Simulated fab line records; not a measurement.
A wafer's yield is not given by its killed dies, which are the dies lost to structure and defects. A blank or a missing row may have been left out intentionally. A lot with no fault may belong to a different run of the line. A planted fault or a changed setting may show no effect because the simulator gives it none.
Matching of chambers | flow nandHarc | NHARC_THIN_TSV_DEP_47 on pecvd-03 has 3 sister chambers
The step deposits SiO2, target thk 200 nm. 6 wafers are shown with their chamber, then 7 later ones without.

== WAFERS WITH THEIR CHAMBER ==
wafer  | chamber | throttleValvePct (%)
L552.5 | 1       | 15.8
L554.3 | 0       | 15.7
L554.5 | 0       | 15.9
L554.6 | 2       | 15.9
L558.2 | 2       | 15.6
L558.3 | 1       | 15.5

== WAFERS WHOSE CHAMBER IS MISSING ==
wafer  | throttleValvePct (%)
L558.4 | 15.8
L557.1 | 15.8
L557.2 | 15.8
L557.3 | 16.1
L564.4 | 15.8
L564.5 | 15.1
L564.6 | 15.9

== EACH ONE'S CHAMBER ==
wafer  | from the rows above          | in truth
L558.4 | can't be placed: 0 or 2 or 1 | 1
L557.1 | can't be placed: 0 or 2 or 1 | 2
L557.2 | can't be placed: 0 or 2 or 1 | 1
L557.3 | can't be placed: 0 or 2 or 1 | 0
L564.4 | can't be placed: 0 or 2 or 1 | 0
L564.5 | can't be placed: 1 or 2 or 0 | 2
L564.6 | can't be placed: 0 or 2 or 1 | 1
Correct placement for 0 of the 7. Unplaceable from these rows: 7, with the true chamber sitting among the candidates in 7. Wrongly placed: 0.
How it was worked out, from the rows above alone: a wafer's distance from a chamber is the root of the sum, over the readings, of the square of ((its reading less the chamber's mean) divided by the reading's scatter). If the next closest chamber is less than 2 further off than the closest, the wafer can't be placed; otherwise it belongs to the closest. Each chamber's mean is taken over the wafers shown for it. How the scatter is found: for the shown wafers, subtract from each reading the mean of its chamber, square and add these, divide the total by (wafers less chambers), then take the root.
